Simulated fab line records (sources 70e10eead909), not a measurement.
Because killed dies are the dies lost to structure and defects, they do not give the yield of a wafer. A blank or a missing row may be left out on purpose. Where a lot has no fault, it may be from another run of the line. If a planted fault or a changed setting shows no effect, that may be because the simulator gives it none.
Matching of chambers -- flow nand harc -- NHARC_A_SLIT_DEP_23 on pecvd-02 has 3 sister chambers
The step deposits SiON, target thk 100 nm. 3 wafers are shown with their chamber, then 10 later ones without.

== EACH WAFER AND ITS CHAMBER ==
wafer,chamber,heater power outer w (W)
L085.4,2,411
L088.2,1,426
L088.4,0,419

== WAFERS WITHOUT THEIR CHAMBER ==
wafer,heater power outer w (W)
L088.5,335
L090.2,469
L090.5,484
L090.6,321
L089.1,504
L089.3,492
L089.6,327
L096.2,487
L096.5,525
L096.6,502

== THE CHAMBER EACH PASSED THROUGH ==
wafer,from the rows above,in truth
L088.5,can't be placed: 2 or 0 or 1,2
L090.2,can't be placed: 1 or 0 or 2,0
L090.5,can't be placed: 1 or 0 or 2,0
L090.6,can't be placed: 2 or 0 or 1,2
L089.1,can't be placed: 1 or 0 or 2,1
L089.3,can't be placed: 1 or 0 or 2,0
L089.6,can't be placed: 2 or 0 or 1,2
L096.2,can't be placed: 1 or 0 or 2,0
L096.5,can't be placed: 1 or 0 or 2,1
L096.6,can't be placed: 1 or 0 or 2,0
Correctly placed: 0 of 10. Unplaceable from these rows: 10, with the true chamber sitting among the candidates in 10. Number placed wrongly: 0.
How it was worked out, from the rows above alone: a wafer's distance from a chamber is the root of the sum, over the readings, of the square of ((its reading less the chamber's mean) divided by the reading's scatter). If the next closest chamber is less than 2 further off than the closest, the wafer can't be placed; otherwise it belongs to the closest. For every chamber, the mean is computed from those of its wafers that are shown. The scatter: with one shown wafer a chamber, the root of the mean of the squares of how far each hidden wafer lies from its nearest shown one.
